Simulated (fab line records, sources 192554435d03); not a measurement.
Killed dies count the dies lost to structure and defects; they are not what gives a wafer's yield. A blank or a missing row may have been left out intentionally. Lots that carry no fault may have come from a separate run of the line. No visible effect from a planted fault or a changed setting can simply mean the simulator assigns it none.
Tool commonality check | flow n5-finfet | Lots sampled 10, wafers sampled 30

== WHY THIS WAS OPENED ==
2 of 10 lots carry a flag on the reading M12_OVL at N5_BEOL_M12_OVL_MEAS_29. No-fault wafers: -2 nm, standard deviation 4.7.
Rule: a lot is flagged when every wafer of it that has a number lies more than 4 standard deviations from that mean, or none has a number. As for the other lots, they are considered sound.

lot  | measured     | on         | M12_OVL (nm), wafer by wafer | flag
L970 | day 10 18:43 | overlay-01 | -6 1 5                       |
L971 | day 11 01:33 | overlay-01 | -2 -2 -7                     |
L973 | day 12 00:46 | overlay-01 | -10 -1 -9                    |
L974 | day 12 08:55 | overlay-02 | 45 44 47                     | FLAGGED
L978 | day 12 15:04 | overlay-02 | 48 46 47                     | FLAGGED
L987 | day 14 12:35 | overlay-02 | -1 -10 -7                    |
L986 | day 14 15:16 | overlay-01 | -2 7 5                       |
L989 | day 14 22:22 | overlay-02 | -5 -6 -8                     |
L988 | day 15 19:38 | overlay-01 | -4 0 -7                      |
L992 | day 16 16:14 | overlay-02 | 6 -1 5                       |
Average over the flagged lots: 46 nm; offset from the usual +48 nm, equal to +10 standard deviations.

== LOT BY LOT: THE TOOL USED ==
The record holds 1 process step before the reading, out of a route of 1938 steps. Read each cell as the tool, then ch plus the chambers that the sampled wafers visited, then the start.
lot  | flag    | N5_BEOL_M12_EXPOSE_25
L970 |         | krf-scanner-01 ch 0, day 10 18:31
L971 |         | krf-scanner-01 ch 0, day 11 01:21
L973 |         | krf-scanner-02 ch 0, day 12 00:34
L974 | FLAGGED | krf-scanner-01 ch 0, day 12 08:43
L978 | FLAGGED | krf-scanner-01 ch 0, day 12 14:53
L987 |         | krf-scanner-02 ch 0, day 14 12:23
L986 |         | krf-scanner-02 ch 0, day 14 15:03
L989 |         | krf-scanner-02 ch 0, day 14 22:10
L988 |         | krf-scanner-02 ch 0, day 15 19:27
L992 |         | krf-scanner-02 ch 0, day 16 16:02
What the steps here do:
- N5_BEOL_M12_EXPOSE_25: exposes mask M12.
- N5_BEOL_M12_OVL_MEAS_29

== FLAGGED AGAINST TOTAL, ONE TOOL AT A TIME (gauges that did the reading follow at the end) ==
step                    | tool           | lots run | flagged | share of the flagged lots | sound lots run after its first flagged lot
N5_BEOL_M12_EXPOSE_25   | krf-scanner-01 | 4        | 2       | all                       | 0
N5_BEOL_M12_EXPOSE_25   | krf-scanner-02 | 6        | 0       | none                      | -
N5_BEOL_M12_OVL_MEAS_29 | overlay-01     | 5        | 0       | none                      | -
N5_BEOL_M12_OVL_MEAS_29 | overlay-02     | 5        | 2       | all                       | 3 (L987,L989,L992)

== WHAT THE TABLE ALLOWS ==
2 rows of the table ran every flagged lot: krf-scanner-01 at N5_BEOL_M12_EXPOSE_25, overlay-02 at N5_BEOL_M12_OVL_MEAS_29.
- krf-scanner-01 at N5_BEOL_M12_EXPOSE_25 ran 4 lots, 2 of them flagged. Last sound lot L971 at day 11 01:21, first flagged lot L974 at day 12 08:43; a fault beginning in between fits.
- overlay-02 at N5_BEOL_M12_OVL_MEAS_29 ran 5 lots, 2 of them flagged. After the first flagged lot (L987, L989, L992), sound lots still ran on it; a lasting fault on the whole tool would not permit that.
What remains is a single tool, krf-scanner-01 at N5_BEOL_M12_EXPOSE_25.

== WHAT THE SIMULATOR HAD INSERTED ==
Scanner matching overlay: krf-scanner-01, from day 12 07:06 on, at N5_BEOL_M12_EXPOSE_25. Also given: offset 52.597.
Shown lots that were struck: L974, L978. The rule above found the same.
